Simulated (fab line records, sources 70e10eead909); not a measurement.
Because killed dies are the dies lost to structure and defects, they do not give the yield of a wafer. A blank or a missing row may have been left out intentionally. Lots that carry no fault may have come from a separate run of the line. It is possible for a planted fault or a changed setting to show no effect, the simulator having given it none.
Matching of chambers | flow nand-harc | NHARC_A_ZERO_WELL_DESCUM_12 on rie-diel-08: 4 sister chambers
The step chemistry O2, time 3 s. 8 wafers are shown with their chamber, then 9 later ones without.

WAFERS WITH THEIR CHAMBER
wafer  | chamber | showerhead-plenum-p-Torr (Torr) | throttle-valve-pct (%)
L200.6 | 2       | 1.85                            | 11.305
L215.6 | 2       | 1.85                            | 11.295
L214.1 | 3       | 2.00                            | 11.313
L214.2 | 0       | 2.07                            | 11.329
L214.4 | 1       | 1.94                            | 11.314
L216.1 | 3       | 1.99                            | 11.313
L216.3 | 1       | 1.94                            | 11.302
L216.5 | 0       | 2.07                            | 11.324

WAFERS WITH NO CHAMBER GIVEN
wafer  | showerhead-plenum-p-Torr (Torr) | throttle-valve-pct (%)
L217.3 | 1.85                            | 11.309
L217.4 | 1.94                            | 11.308
L217.6 | 1.94                            | 11.315
L219.4 | 2.07                            | 11.309
L219.5 | 1.85                            | 11.315
L219.6 | 2.00                            | 11.308
L220.2 | 1.85                            | 11.303
L220.3 | 2.07                            | 11.300
L220.4 | 1.85                            | 11.329

CHAMBER TAKEN BY EACH
wafer  | from the rows above | in truth
L217.3 | 2                   | 2
L217.4 | 1                   | 1
L217.6 | 1                   | 1
L219.4 | 0                   | 0
L219.5 | 2                   | 2
L219.6 | 3                   | 3
L220.2 | 2                   | 2
L220.3 | 0                   | 0
L220.4 | 2                   | 2
9 of 9 placed correctly. Left unplaced by these rows: 0. Wrongly placed: 0.
How it was worked out, from the rows above alone: a wafer's distance from a chamber is the root of the sum, over the readings, of the square of ((its reading less the chamber's mean) divided by the reading's scatter). If the next closest chamber is less than 2 further off than the closest, the wafer can't be placed; otherwise it belongs to the closest. A chamber's mean is the mean of its shown wafers. The scatter: take each reading less its chamber's mean, square it, sum over the shown wafers, divide by the number of wafers less the number of chambers, and take the root.
